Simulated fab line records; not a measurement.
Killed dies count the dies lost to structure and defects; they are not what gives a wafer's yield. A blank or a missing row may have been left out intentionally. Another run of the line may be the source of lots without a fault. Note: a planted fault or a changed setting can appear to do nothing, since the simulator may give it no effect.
fab line records	flow nand_harc
[record] lots = 13	wafers = 39	last_day = 24
route steps=1159 shown P_GATE@205 P_CONTACT@217 END@1159
lots that met no fault: from a run of the same line without faults
start_h: hours from the record's opening day to when the first of the lot's shown wafers began	wait_h: hours from the lot's prior step to this one	" repeats the value in the row above	L1.1+2: a row that stands for several wafers	- no value, or no start was given	* or withheld: withheld	< > ~ a bound
route shown NAME@n: names a module that has steps shown in the file, with the first one's number in the route	usual: mean/standard deviation of fault-free wafers	same: alike in all rows	chamber/n: place in a boat	sites: per-site readings	_std_site: the values' standard deviation	_edge_site: the outer-site mean with the inner-site mean subtracted	radius_mm: how far each site lies from the wafer's centre	mask NAME#n: copy n	behind: the last tool/chamber to shape the wafer	hold: what put the lot on hold/how long, in hours/how the hold closed	device: transistor that didn't switch, given as n, p or np	end of line: the tests these same wafers got at the end of their route	a step with no rows: only its recipe	killed: dies that structure and defects cost at the first sort, which is not the same as the wafer's yield	map: shows each die of a wafer: x if killed, . if not, _ if none is there
set.NAME: the setting that was run; set.NAME@STEP: the one run at that earlier step	model.NAME: the simulator's own value behind a step, which no gauge read
one table for each step of the route and one row for each wafer, over a sample of lots
services: when a tool's chamber went out of use (start_h, in hours from the record's first day, below 0 if earlier), for how many hours, and the reason
[[steps]]
[step NHARC_P_GATE_STRIP_95]
[recipe] power_w = 1500	temp_c = 250	chemistry = O2
[usual] drypump_motor_current_A = 5.3/0.42	heater_power_w = 342/17
lot.wafer	tool	chamber	start_h	wait_h	drypump_motor_current_A	heater_power_w	rf_hours_counter_h
L270.2	plasma_asher-02	1	110.57	0.6	5.8	336	35
L270.1	"	0	"	"	4.8	357	35
L270.3	"	0	"	"	4.8	353	-
L273.1	plasma_asher-02	0	123.56	0.6	4.8	367	40
L273.4	"	1	"	"	5.8	330	-
L273.6	"	0	"	"	4.8	353	-
L271.2	plasma_asher-01	0	123.97	0.6	5.7	352	5
L271.3	"	0	"	"	5.7	354	-
L271.6	"	1	"	"	5.2	327	-
L272.1	plasma_asher-02	1	124.34	0.6	5.8	338	41
L272.2	"	0	"	"	4.8	350	41
L272.3	"	1	"	"	5.7	323	-
L275.1	plasma_asher-02	0	137.63	0.5	4.8	355	45
L275.4	"	0	"	"	4.8	354	-
L275.5	"	0	"	"	4.8	352	-
L274.3	plasma_asher-02	0	140.57	0.4	4.8	360	-
L274.4	"	1	"	"	5.7	326	-
L274.6	"	1	"	"	5.7	328	-
L279.3	plasma_asher-02	0	171.85	0.4	4.8	357	-
L279.4	"	1	"	"	5.8	331	-
L279.5	"	1	"	"	5.7	333	-
L281.2	plasma_asher-02	1	181.83	0.6	5.8	325	60
L281.3	"	0	"	"	4.8	350	-
L281.5	"	1	"	"	5.8	320	-
L284.1	plasma_asher-01	0	188.86	0.5	5.7	348	27
L284.3	"	1	"	"	5.2	321	-
L284.4	"	0	"	"	5.7	348	-
L283.2	plasma_asher-01	0	192.22	0.6	5.7	344	30
L283.1	"	1	"	"	5.2	326	30
L283.4	"	0	"	"	5.7	352	-
L288.2	plasma_asher-01	0	219.75	0.6	5.7	356	39
L288.1	"	1	"	"	5.2	325	39
L288.3	"	1	"	"	5.2	326	-
L290.3	plasma_asher-02	1	236.31	0.4	5.8	323	-
L290.4	"	0	"	"	4.8	379	-
L290.6	"	0	"	"	4.8	372	-
L292.1	plasma_asher-02	0	239.25	0.6	4.8	366	17
L292.4	"	0	"	"	4.8	368	-
L292.5	"	0	"	"	4.8	384	-
[step NHARC_P_CONTACT_DEP_30]
[recipe] target_thk_a = 300	temp_c = 400	target_thk_nm = 30	flow_sccm = 200	rf_w = 450	material = SiNx
[usual] heater_power_w = 737/77
lot.wafer	tool	chamber	start_h	wait_h	heater_power_w
L270.1	pecvd-04	1	112.48	0.1	673
L270.2	"	2	"	"	582
L270.3	"	0	"	"	836
L273.1	pecvd-01	2	125.50	0.1	771
L273.4	"	1	"	"	825
L273.6	"	2	"	"	768
L271.3	pecvd-01	0	125.99	0.2	661
L271.2	"	1	"	"	854
L271.6	"	2	"	"	767
L272.3	pecvd-04	1	126.25	0.1	686
L272.2	"	2	"	"	683
L272.1	"	0	"	"	769
L275.1	pecvd-03	0	139.57	0.1	670
L275.5	"	0	"	"	676
L275.4	"	1	"	"	858
L274.3	pecvd-01	0	142.52	0.1	695
L274.4	"	1	"	"	850
L274.6	"	2	"	"	816
L279.3	pecvd-03	1	173.80	0.1	834
L279.4	"	0	"	"	652
L279.5	"	1	"	"	824
L281.2	pecvd-03	0	183.87	0.1	697
L281.3	"	1	"	"	726
L281.5	"	0	"	"	679
L284.3	pecvd-03	0	190.74	0.1	676
L284.1	"	1	"	"	730
L284.4	"	0	"	"	660
L283.1	pecvd-04	1	194.41	0.2	730
L283.2	"	2	"	"	622
L283.4	"	2	"	"	613
L288.1	pecvd-03	1	222.75	0.1	740
L288.2	"	2	"	"	737
L288.3	"	0	"	"	630
L290.3	pecvd-03	0	238.28	0.1	615
L290.6	"	2	"	"	748
L290.4	"	0	"	"	617
L292.1	pecvd-03	0	241.14	0.1	613
L292.4	"	1	"	"	842
L292.5	"	2	"	"	760
[step NHARC_P_CONTACT_EXPOSE_09]
[recipe] na = 1.35	target_cd_nm = 90	dose_mj = 81.26	mask_id = P_CA
[usual] exposure_dose_mJ_cm2 = 81.27/0.086
lot.wafer	tool	chamber	start_h	wait_h	mask	exposure_dose_mJ_cm2
L270.1	arfi_scanner-01	0	113.87	-	P_CA#0	81.20
L270.2	"	0	"	"	P_CA#0	81.32
L270.3	"	0	"	"	P_CA#0	81.40
L273.1	arfi_scanner-01	0	126.74	-	P_CA#0	81.21
L273.4	"	0	"	"	P_CA#0	81.25
L273.6	"	0	"	"	P_CA#0	81.23
L271.2	arfi_scanner-02	0	127.35	-	P_CA#0	81.20
L271.3	"	0	"	"	P_CA#0	81.31
L271.6	"	0	"	"	P_CA#0	81.34
L272.1	arfi_scanner-01	0	127.65	-	P_CA#0	81.27
L272.2	"	0	"	"	P_CA#0	81.20
L272.3	"	0	"	"	P_CA#0	81.20
L275.1	arfi_scanner-01	0	140.83	-	P_CA#0	81.35
L275.4	"	0	"	"	P_CA#0	81.35
L275.5	"	0	"	"	P_CA#0	81.56
L274.3	arfi_scanner-03	0	143.87	-	P_CA#0	81.31
L274.4	"	0	"	"	P_CA#0	81.33
L274.6	"	0	"	"	P_CA#0	81.24
L279.3	arfi_scanner-01	0	175.14	-	P_CA#0	84.06
L279.4	"	0	"	"	P_CA#0	84.09
L279.5	"	0	"	"	P_CA#0	83.99
L281.2	arfi_scanner-02	0	185.28	-	P_CA#0	81.32
L281.3	"	0	"	"	P_CA#0	81.32
L281.5	"	0	"	"	P_CA#0	81.28
L284.1	arfi_scanner-02	0	192.01	-	P_CA#0	81.25
L284.3	"	0	"	"	P_CA#0	81.13
L284.4	"	0	"	"	P_CA#0	81.25
L283.1	arfi_scanner-02	0	195.70	-	P_CA#0	81.30
L283.2	"	0	"	"	P_CA#0	81.30
L283.4	"	0	"	"	P_CA#0	81.14
L288.1	arfi_scanner-02	0	224.15	-	P_CA#0	81.34
L288.2	"	0	"	"	P_CA#0	81.44
L288.3	"	0	"	"	P_CA#0	81.42
L290.3	arfi_scanner-02	0	239.62	-	P_CA#0	81.41
L290.4	"	0	"	"	P_CA#0	81.39
L290.6	"	0	"	"	P_CA#0	81.25
L292.1	arfi_scanner-02	0	242.41	-	P_CA#0	81.44
L292.4	"	0	"	"	P_CA#0	81.18
L292.5	"	0	"	"	P_CA#0	81.28
[step NHARC_P_CONTACT_ETCH_35]
[recipe] target_depth_a = 390	over_etch_frac = 0.3	time_s = 65	ion_energy_ev = 80	cf4_flow_sccm = 150	ar_flow_sccm = 0	rf_w = 300	bias_w = 100	chemistry = CF4
[usual] drypump_motor_current_A = 5.8/0.31	mfc_ar_sccm = 0.004/0.0054	oes_product_au = 1.000/0.016	rf_vpp_V = 150.9/1.1	showerhead_plenum_p_Torr = 1.75/0.044	throttle_valve_pct = 13.284/0.009
lot.wafer	tool	chamber	start_h	wait_h	drypump_motor_current_A	mfc_ar_sccm	oes_product_au	rf_hours_counter_h	rf_vpp_V	showerhead_plenum_p_Torr	throttle_valve_pct
L270.2	rie_diel-09	1	114.28	0.1	5.6	0	1.025	4	152.1	1.75	13.284
L270.1	"	3	"	"	5.9	0.013	0.987	3	149.6	1.75	13.287
L270.3	"	0	"	"	5.8	0.007	1.023	4	150.4	1.70	13.268
L273.1	rie_diel-06	1	127.20	0.1	5.9	0	1.003	6	150.8	1.82	13.283
L273.4	"	0	"	"	4.8	0.015	1.007	6	150.4	1.82	13.293
L273.6	"	2	"	"	5.8	0	1.018	-	151.8	1.76	13.274
L271.2	rie_diel-09	2	127.77	0.1	6.2	0.005	1.006	5	152.2	1.74	13.294
L271.3	"	3	"	"	5.9	0.013	0.989	5	152.7	1.75	13.286
L271.6	"	0	"	"	5.8	0.007	1.008	-	149.7	1.70	13.288
L272.3	rie_diel-06	2	128.08	0.1	5.8	0	1.018	5	151.8	1.76	13.294
L272.2	"	3	"	"	5.9	0	1.010	5	150.2	1.67	13.299
L272.1	"	0	"	"	4.8	0.015	1.011	6	152.8	1.82	13.285
L275.1	rie_diel-06	2	141.27	0.1	5.8	0	1.023	6	150.7	1.76	13.270
L275.5	"	1	"	"	6.0	0	0.992	-	151.5	1.82	13.281
L275.4	"	3	"	"	5.9	0	0.998	-	150.4	1.67	13.276
L274.3	rie_diel-06	1	144.32	0.1	5.9	0	0.997	8	150.6	1.82	13.286
L274.4	"	1	"	"	5.9	0	1.002	-	151.0	1.82	13.287
L274.6	"	2	"	"	5.8	0	1.018	-	151.1	1.75	13.287
L279.4	rie_diel-09	2	175.56	0.1	6.1	0.005	1.008	10	150.9	1.74	13.288
L279.3	"	3	"	"	5.9	0.013	0.964	10	150.7	1.75	13.282
L279.5	"	1	"	"	5.6	0	1.017	-	149.1	1.75	13.273
L281.2	rie_diel-09	2	185.68	0.1	6.1	0.005	1.003	11	149.9	1.74	13.287
L281.3	"	3	"	"	5.9	0.013	0.965	11	150.7	1.75	13.290
L281.5	"	2	"	"	6.1	0.005	0.990	-	151.0	1.74	13.292
L284.3	rie_diel-06	0	192.42	0.1	4.8	0.015	0.986	10	152.0	1.82	13.279
L284.4	"	1	"	"	5.9	0	0.989	12	150.7	1.82	13.279
L284.1	"	3	"	"	5.9	0	0.995	11	149.2	1.67	13.286
L283.1	rie_diel-09	0	196.14	0.1	5.8	0.007	1.000	13	149.4	1.70	13.297
L283.4	"	1	"	"	5.5	0	1.006	12	149.9	1.75	13.285
L283.2	"	2	"	"	6.1	0.005	1.005	12	150.7	1.74	13.277
L288.2	rie_diel-09	0	224.56	0.1	5.8	0.007	1.003	16	150.5	1.69	13.292
L288.3	"	1	"	"	5.5	0	0.998	16	151.6	1.75	13.276
L288.1	"	2	"	"	6.1	0.005	0.993	16	152.0	1.74	13.281
L290.3	rie_diel-09	0	240.03	0.1	5.8	0.007	0.997	17	150.0	1.69	13.294
L290.4	"	1	"	"	5.6	0	0.993	17	151.0	1.75	13.273
L290.6	"	3	"	"	5.9	0.013	0.970	-	151.5	1.74	13.284
L292.4	rie_diel-09	2	242.83	0.1	6.1	0.005	0.986	18	150.6	1.74	13.273
L292.1	"	3	"	"	5.9	0.013	0.963	17	151.5	1.74	13.283
L292.5	"	3	"	"	5.9	0.013	0.970	-	151.0	1.74	13.267
[step NHARC_END_SORT_01]
[recipe] temp_c = 25
[usual] killed_at_array = 28/11	killed_at_other = 0.5/0.87	killed_at_periphery = 2.9/2.2	killed_dies = 32/11	killed_open = 3.2/1.9	killed_short = 1.8/1.4
[same] gross_dies = 677
lot.wafer	tool	chamber	start_h	wait_h	killed_at_array	killed_at_other	killed_at_periphery	killed_dies	killed_open	killed_short
L270.1	prober-01	0	447.44	2.5	29	2	3	34	4	5
L270.2	prober-01	0	448.24	2.8	17	0	3	20	1	1
L270.3	prober-01	0	449.05	3.1	22	0	5	27	4	3
L271.2	prober-02	0	448.24	2.8	27	1	5	33	4	1
L271.3	prober-02	0	449.05	3.1	21	1	1	23	3	1
L271.6	prober-02	0	451.46	4.0	19	0	3	22	4	3
L273.1	prober-02	0	456.23	2.5	11	1	2	14	2	2
L273.4	prober-02	0	458.63	3.4	11	2	3	16	0	2
L273.6	prober-02	0	460.23	4.0	13	0	4	17	4	0
L272.1	prober-01	0	456.29	2.5	22	0	3	25	4	0
L272.2	prober-01	0	457.08	2.8	25	0	2	27	4	1
L272.3	prober-01	0	457.87	3.1	19	0	3	22	3	0
L275.1	prober-02	0	483.48	2.5	34	3	3	40	5	1
L275.4	prober-02	0	485.92	3.4	38	3	5	46	6	4
L275.5	prober-02	0	486.73	3.8	30	3	3	36	5	2
L274.3	prober-01	0	485.09	3.1	20	0	3	23	3	3
L274.4	prober-01	0	485.90	3.4	21	0	0	21	3	2
L274.6	prober-01	0	487.52	4.1	27	0	5	32	7	4
L279.3	prober-02	0	500.67	3.1	15	0	1	16	4	1
L279.4	prober-02	0	501.47	3.4	16	0	2	18	5	4
L279.5	prober-02	0	502.27	3.7	11	1	68	80	4	2
L281.2	prober-02	0	507.65	2.8	14	0	2	16	4	0
L281.3	prober-02	0	508.44	3.1	18	0	0	18	4	0
L281.5	prober-02	0	510.03	3.7	15	0	0	15	2	0
L283.1	prober-02	0	516.10	2.4	16	0	2	18	4	0
L283.2	prober-02	0	516.90	2.8	10	0	2	12	2	2
L283.4	prober-02	0	518.51	3.4	15	0	5	20	7	3
L284.1	prober-01	0	516.31	2.6	54	1	2	57	5	1
L284.3	prober-01	0	517.92	3.1	52	2	3	57	2	2
L284.4	prober-01	0	518.72	3.4	54	0	3	57	4	3
L288.1	prober-01	0	550.75	2.5	37	0	0	37	1	0
L288.2	prober-01	0	551.56	2.8	53	0	3	56	1	4
L288.3	prober-01	0	552.36	3.1	52	0	0	52	5	1
L290.3	prober-01	0	571.12	3.1	23	0	4	27	8	0
L290.4	prober-01	0	571.91	3.4	18	1	2	21	4	0
L290.6	prober-01	0	573.49	3.9	24	2	3	29	5	0
L292.1	prober-01	0	584.44	2.5	41	0	2	43	2	1
L292.4	prober-01	0	586.91	3.5	29	0	3	32	0	4
L292.5	prober-01	0	587.74	3.8	40	1	3	44	4	2
// killed by level:class
L270.1 A_SLIT:chamber_film_flake=7 A_WL_FILL:chamber_film_flake=5 A_CHANNEL_HOLE_D1:chamber_film_flake=4 A_CONTACT:chamber_film_flake=4 A_ONON_D1:geometric_particle:short=2 A_ZERO_WELL:chamber_film_flake=2 P_CONTACT:geometric_particle:open=1 P_M1:geometric_particle:open=1
L271.2 A_SLIT:chamber_film_flake=14 A_CHANNEL_HOLE_D1:chamber_film_flake=4 A_CONTACT:chamber_film_flake=4 P_CONTACT:geometric_particle:open=2 P_GATE:chamber_film_flake=2 A_STAIRCASE:chamber_film_flake=2 A_SGD_CUT:geometric_particle:short=1 A_CONTACT:geometric_particle:open=1
L270.2 A_SLIT:chamber_film_flake=7 P_ZERO_WELL:chamber_film_flake=3 A_CONTACT:chamber_film_flake=3 A_WL_FILL:chamber_film_flake=2 A_SGD_CUT:geometric_particle:short=1 A_BLC:geometric_particle:open=1 A_CHANNEL_HOLE_D1:chamber_film_flake=1 A_CHANNEL_FILL_D1:chamber_film_flake=1
L271.3 A_SLIT:chamber_film_flake=9 A_CHANNEL_HOLE_D1:chamber_film_flake=4 A_CONTACT:chamber_film_flake=2 A_SOURCE_PLATE:geometric_particle:open=1 A_CHANNEL_FILL_D1:geometric_particle:open=1 A_WL_FILL:geometric_particle:short=1 A_CONTACT:geometric_particle:open=1 P_ZERO_WELL:chamber_film_flake=1
L270.3 A_SLIT:chamber_film_flake=7 A_CONTACT:chamber_film_flake=3 A_ZERO_WELL:chamber_film_flake=2 A_STAIRCASE:chamber_film_flake=2 A_SGD_CUT:chamber_film_flake=2 P_GATE:geometric_particle:short=1 P_GATE:geometric_particle:open=1 P_CONTACT:geometric_particle:open=1
L271.6 A_SLIT:chamber_film_flake=9 A_CONTACT:geometric_particle:open=2 A_CHANNEL_HOLE_D1:chamber_film_flake=2 A_CONTACT:chamber_film_flake=2 P_GATE:geometric_particle:short=1 P_CONTACT:geometric_particle:open=1 A_CHANNEL_HOLE_D1:geometric_particle:open=1 A_SGD_CUT:geometric_particle:short=1
L273.1 A_CONTACT:chamber_film_flake=5 A_CHANNEL_HOLE_D1:chamber_film_flake=2 A_ONON_D1:geometric_particle:short=1 A_WL_FILL:geometric_particle:short=1 A_CONTACT:geometric_particle:open=1 A_M0:geometric_particle:open=1 P_M1:chamber_film_flake=1 P_M2:chamber_film_flake=1
L272.1 A_CHANNEL_HOLE_D1:chamber_film_flake=17 P_GATE:geometric_particle:open=1 A_SOURCE_PLATE:geometric_particle:open=1 A_WL_FILL:geometric_particle:open=1 A_CONTACT:geometric_particle:open=1 P_ZERO_WELL:chamber_film_flake=1 P_M2:chamber_film_flake=1 A_STAIRCASE:chamber_film_flake=1
L272.2 A_CHANNEL_HOLE_D1:chamber_film_flake=19 A_STAIRCASE:chamber_film_flake=2 P_M0:geometric_particle:open=1 P_M0:geometric_particle:short=1 A_ONON_D1:geometric_particle:open=1 A_M0:geometric_particle:open=1 A_M1:geometric_particle:open=1 A_ZERO_WELL:chamber_film_flake=1
L272.3 A_CHANNEL_HOLE_D1:chamber_film_flake=15 P_GATE:geometric_particle:open=1 P_CONTACT:geometric_particle:open=1 A_CONTACT:geometric_particle:open=1 P_M2:chamber_film_flake=1 A_CHANNEL_FILL_D1:chamber_film_flake=1 A_WL_FILL:chamber_film_flake=1 A_CONTACT:chamber_film_flake=1
L273.4 A_CONTACT:chamber_film_flake=4 P_BONDPAD:chamber_film_flake=2 A_ZERO_WELL:chamber_film_flake=2 A_CHANNEL_HOLE_D1:chamber_film_flake=2 A_SGD_CUT:geometric_particle:short=1 A_CONTACT:geometric_particle:short=1 P_M2:chamber_film_flake=1 A_SLIT:chamber_film_flake=1
L273.6 A_CONTACT:chamber_film_flake=5 A_CHANNEL_HOLE_D1:chamber_film_flake=3 P_GATE:geometric_particle:open=1 P_M0:geometric_particle:open=1 A_ONON_D1:geometric_particle:open=1 A_M1:geometric_particle:open=1 P_ZERO_WELL:chamber_film_flake=1 P_M2:chamber_film_flake=1
L275.1 A_SLIT:chamber_film_flake=12 A_CHANNEL_HOLE_D1:chamber_film_flake=11 THIN_TSV:chamber_film_flake=3 A_M0:geometric_particle:open=2 A_ZERO_WELL:chamber_film_flake=2 A_CHANNEL_FILL_D1:chamber_film_flake=2 A_STAIRCASE:chamber_film_flake=2 P_M0:geometric_particle:open=1
L274.3 A_SLIT:chamber_film_flake=8 A_CHANNEL_HOLE_D1:chamber_film_flake=2 A_STAIRCASE:chamber_film_flake=2 A_BLC:chamber_film_flake=2 P_CONTACT:geometric_particle:open=1 P_CONTACT:geometric_particle:short=1 A_ONON_D1:geometric_particle:short=1 A_SGD_CUT:geometric_particle:open=1
L274.4 A_SLIT:chamber_film_flake=9 A_CHANNEL_HOLE_D1:chamber_film_flake=2 A_STAIRCASE:chamber_film_flake=2 A_STAIRCASE:geometric_particle:open=1 A_SGD_CUT:geometric_particle:open=1 A_SGD_CUT:geometric_particle:short=1 A_WL_FILL:geometric_particle:short=1 A_BLC:geometric_particle:open=1
L275.4 A_CHANNEL_HOLE_D1:chamber_film_flake=15 A_SLIT:chamber_film_flake=11 THIN_TSV:chamber_film_flake=3 P_M0:geometric_particle:open=2 A_ZERO_WELL:chamber_film_flake=2 A_STAIRCASE:chamber_film_flake=2 P_GATE:geometric_particle:open=1 P_GATE:geometric_particle:short=1
L275.5 A_CHANNEL_HOLE_D1:chamber_film_flake=13 A_SLIT:chamber_film_flake=9 P_M0:geometric_particle:open=2 A_CONTACT:chamber_film_flake=2 THIN_TSV:chamber_film_flake=2 P_CONTACT:geometric_particle:short=1 A_ONON_D1:geometric_particle:open=1 A_SGD_CUT:geometric_particle:open=1
L274.6 A_SLIT:chamber_film_flake=16 P_CONTACT:geometric_particle:open=3 A_CHANNEL_HOLE_D1:chamber_film_flake=2 A_BLC:chamber_film_flake=2 P_M0:geometric_particle:open=1 P_M2:geometric_particle:open=1 A_ONON_D1:geometric_particle:short=1 A_STAIRCASE:geometric_particle:short=1
L279.3 A_WL_FILL:chamber_film_flake=4 A_BLC:geometric_particle:open=3 A_CHANNEL_HOLE_D1:chamber_film_flake=3 A_CONTACT:chamber_film_flake=2 A_M0:geometric_particle:short=1 A_M0:geometric_particle:open=1 P_ZERO_WELL:chamber_film_flake=1 A_STAIRCASE:chamber_film_flake=1
L279.4 A_STAIRCASE:chamber_film_flake=3 A_CHANNEL_HOLE_D1:chamber_film_flake=2 A_WL_FILL:chamber_film_flake=2 P_CONTACT:geometric_particle:short=1 P_M1:geometric_particle:open=1 A_SOURCE_PLATE:geometric_particle:short=1 A_SOURCE_PLATE:geometric_particle:open=1 A_ONON_D1:geometric_particle:short=1
L279.5 P_CONTACT:area_expose=68 A_WL_FILL:chamber_film_flake=2 A_SOURCE_PLATE:geometric_particle:open=1 A_SOURCE_PLATE:geometric_particle:short=1 A_CONTACT:geometric_particle:open=1 A_CONTACT:geometric_particle:short=1 A_BLC:geometric_particle:open=1 A_M0:geometric_particle:open=1
L281.2 A_STAIRCASE:chamber_film_flake=4 A_CHANNEL_HOLE_D1:chamber_film_flake=3 A_WL_FILL:chamber_film_flake=2 A_ONON_D1:geometric_particle:open=1 A_CHANNEL_FILL_D1:geometric_particle:open=1 A_SLIT:geometric_particle:open=1 A_M1:geometric_particle:open=1 P_ZERO_WELL:chamber_film_flake=1
L281.3 A_STAIRCASE:chamber_film_flake=6 A_WL_FILL:chamber_film_flake=3 A_CONTACT:chamber_film_flake=3 A_CHANNEL_HOLE_D1:chamber_film_flake=2 A_CHANNEL_FILL_D1:geometric_particle:open=1 A_WL_FILL:geometric_particle:open=1 A_CONTACT:geometric_particle:open=1 A_BLC:geometric_particle:open=1
L281.5 A_STAIRCASE:chamber_film_flake=7 A_CHANNEL_HOLE_D1:chamber_film_flake=2 A_WL_FILL:chamber_film_flake=2 A_CONTACT:chamber_film_flake=2 A_ONON_D1:geometric_particle:open=1 A_M0:geometric_particle:open=1
L283.1 A_CHANNEL_HOLE_D1:chamber_film_flake=5 A_CONTACT:chamber_film_flake=5 P_GATE:chamber_film_flake=2 A_STAIRCASE:chamber_film_flake=2 A_SGD_CUT:geometric_particle:open=1 A_WL_FILL:geometric_particle:open=1 A_CONTACT:geometric_particle:open=1 A_M0:geometric_particle:open=1
L284.1 A_CHANNEL_HOLE_D1:chamber_film_flake=23 A_SLIT:chamber_film_flake=14 A_STAIRCASE:chamber_film_flake=9 A_ONON_D1:geometric_particle:open=2 A_STAIRCASE:geometric_particle:open=1 A_WL_FILL:geometric_particle:open=1 A_BLC:geometric_particle:open=1 STARTING-WAFER:geometric_particle:short=1
L283.2 A_CONTACT:chamber_film_flake=5 A_CHANNEL_HOLE_D1:chamber_film_flake=2 P_M0:geometric_particle:open=1 P_M1:geometric_particle:short=1 A_SGD_CUT:geometric_particle:short=1 A_WL_FILL:geometric_particle:open=1 A_STAIRCASE:chamber_film_flake=1
L284.3 A_CHANNEL_HOLE_D1:chamber_film_flake=22 A_SLIT:chamber_film_flake=21 A_STAIRCASE:chamber_film_flake=5 P_STI:chamber_film_flake=2 A_ONON_D1:geometric_particle:short=1 A_CHANNEL_FILL_D1:geometric_particle:short=1 A_CONTACT:geometric_particle:open=1 STARTING-WAFER:geometric_particle:open=1
L283.4 A_CHANNEL_HOLE_D1:chamber_film_flake=6 A_CONTACT:geometric_particle:open=3 A_STAIRCASE:chamber_film_flake=3 P_CONTACT:geometric_particle:short=1 P_CONTACT:geometric_particle:open=1 P_M0:geometric_particle:open=1 P_M1:geometric_particle:open=1 A_ONON_D1:geometric_particle:short=1
L284.4 A_CHANNEL_HOLE_D1:chamber_film_flake=18 A_SLIT:chamber_film_flake=14 A_STAIRCASE:chamber_film_flake=12 A_M0:chamber_film_flake=3 A_ONON_D1:geometric_particle:open=2 P_GATE:geometric_particle:open=1 A_ONON_D1:geometric_particle:short=1 A_CHANNEL_FILL_D1:geometric_particle:short=1
L288.1 A_SLIT:chamber_film_flake=17 A_CHANNEL_HOLE_D1:chamber_film_flake=12 A_CONTACT:chamber_film_flake=3 A_ZERO_WELL:chamber_film_flake=2 A_ONON_D1:geometric_particle:open=1 A_STAIRCASE:chamber_film_flake=1 A_WL_FILL:chamber_film_flake=1
L288.2 A_SLIT:chamber_film_flake=19 A_CHANNEL_HOLE_D1:chamber_film_flake=18 A_CONTACT:chamber_film_flake=7 A_STAIRCASE:chamber_film_flake=3 A_CHANNEL_HOLE_D1:geometric_particle:short=2 P_STI:geometric_particle:open=1 A_SLIT:geometric_particle:short=1 A_WL_FILL:geometric_particle:short=1
L288.3 A_SLIT:chamber_film_flake=20 A_CHANNEL_HOLE_D1:chamber_film_flake=20 A_CONTACT:chamber_film_flake=3 A_STAIRCASE:chamber_film_flake=2 A_ONON_D1:geometric_particle:open=1 A_CHANNEL_HOLE_D1:geometric_particle:open=1 A_SGD_CUT:geometric_particle:open=1 A_WL_FILL:geometric_particle:short=1
L290.3 A_CHANNEL_HOLE_D1:chamber_film_flake=8 A_CONTACT:chamber_film_flake=4 A_CONTACT:geometric_particle:open=3 P_M0:geometric_particle:open=2 A_STAIRCASE:chamber_film_flake=2 A_CHANNEL_FILL_D1:geometric_particle:open=1 A_WL_FILL:geometric_particle:open=1 A_M0:geometric_particle:open=1
L290.4 A_CHANNEL_HOLE_D1:chamber_film_flake=9 A_CONTACT:chamber_film_flake=4 A_STAIRCASE:chamber_film_flake=2 P_GATE:geometric_particle:open=1 A_CHANNEL_FILL_D1:geometric_particle:open=1 A_SGD_CUT:geometric_particle:open=1 A_M0:geometric_particle:open=1 P_GATE:chamber_film_flake=1
L290.6 A_CONTACT:chamber_film_flake=11 A_STAIRCASE:chamber_film_flake=4 A_CHANNEL_HOLE_D1:chamber_film_flake=3 A_CONTACT:geometric_particle:open=2 A_WL_FILL:chamber_film_flake=2 P_CONTACT:geometric_particle:open=1 A_M0:geometric_particle:open=1 THIN_TSV:geometric_particle:open=1
L292.1 A_SLIT:chamber_film_flake=18 A_CHANNEL_HOLE_D1:chamber_film_flake=9 A_CONTACT:chamber_film_flake=6 A_SGD_CUT:chamber_film_flake=3 A_WL_FILL:chamber_film_flake=2 A_ONON_D1:geometric_particle:short=1 A_WL_FILL:geometric_particle:open=1 A_BLC:geometric_particle:open=1
L292.4 A_SLIT:chamber_film_flake=13 A_CHANNEL_HOLE_D1:chamber_film_flake=4 A_CONTACT:chamber_film_flake=4 P_GATE:chamber_film_flake=2 A_SGD_CUT:chamber_film_flake=2 A_WL_FILL:chamber_film_flake=2 P_GATE:geometric_particle:short=1 A_ONON_D1:geometric_particle:short=1
L292.5 A_SLIT:chamber_film_flake=19 A_CHANNEL_HOLE_D1:chamber_film_flake=8 A_CONTACT:chamber_film_flake=5 A_SGD_CUT:chamber_film_flake=2 A_WL_FILL:chamber_film_flake=2 P_M0:geometric_particle:open=1 P_M0:geometric_particle:short=1 A_ONON_D1:geometric_particle:open=1
[[services]]
tool	chamber	start_h	hours	kind
arfi_scanner-01	-	92.48	1.0	repair
plasma_asher-01	-	99.29	9.0	pm
rie_diel-09	0	110.60	-	clean
rie_diel-09	1	110.60	-	clean
rie_diel-09	2	110.60	-	clean
rie_diel-09	3	110.60	-	clean
pecvd-03	-	111.01	13.0	pm
rie_diel-09	2	134.47	9.3	repair
rie_diel-09	0	135.10	-	clean
rie_diel-09	1	135.10	-	clean
rie_diel-06	0	139.56	16.0	repair
arfi_scanner-03	-	158.06	4.0	pm
rie_diel-09	1	162.67	6.9	repair
arfi_scanner-03	-	164.05	0.7	repair
plasma_asher-02	-	183.00	9.0	pm
plasma_asher-02	0	183.00	9.0	vent_cycle
plasma_asher-02	1	183.00	9.0	vent_cycle
plasma_asher-02	0	192.00	-	clean
plasma_asher-02	1	192.00	-	clean
arfi_scanner-03	-	193.42	7.1	repair
pecvd-04	-	195.09	13.0	pm
arfi_scanner-01	-	196.00	4.0	pm
pecvd-01	-	237.05	13.0	pm
rie_diel-06	-	241.20	9.0	pm
[[key]]
[first_sign] step = NHARC_P_CONTACT_EXPOSE_09	reading = exposure_dose_mJ_cm2	direction = up	sigmas = 32	usual = 81.27	struck = 84.05
[effect] step = NHARC_END_SORT_01	reading = killed_at_periphery	direction = up	sigmas = 9.6	usual = 2.9	struck = 23.7	wafers_moved = 1
[more_kills_born_at] NHARC_P_CONTACT_EXPOSE_09@arfi_scanner-01 = 68
met_at NHARC_P_CONTACT_EXPOSE_09
struck_lots L279
tester_left_out L279
[loop_trim] step = NHARC_P_CONTACT_EXPOSE_09	setting = dose	lots = L279
not_acting_at NHARC_P_GATE_STRIP_95,NHARC_P_CONTACT_DEP_30,NHARC_P_CONTACT_ETCH_35
onset_between 140.83 175.14
[fault] kind = process_parameter_drift	tool = arfi_scanner-01	chamber = -	onset_h = 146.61	steps = NHARC_P_CONTACT_EXPOSE_09	channel = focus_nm	offset = 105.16	spread_by_wafer = 0.3	shape = step
// tester_left_out: of these lots the tester's yield and bins aren't shown, on N5 and GAA mostly nor the transistor test; their killed dies are dies lost to structure and defects alone, not to doping, threshold or leakage, so they don't give the yield
// loop_trim: a control loop set the setting to another value than it would have without faults
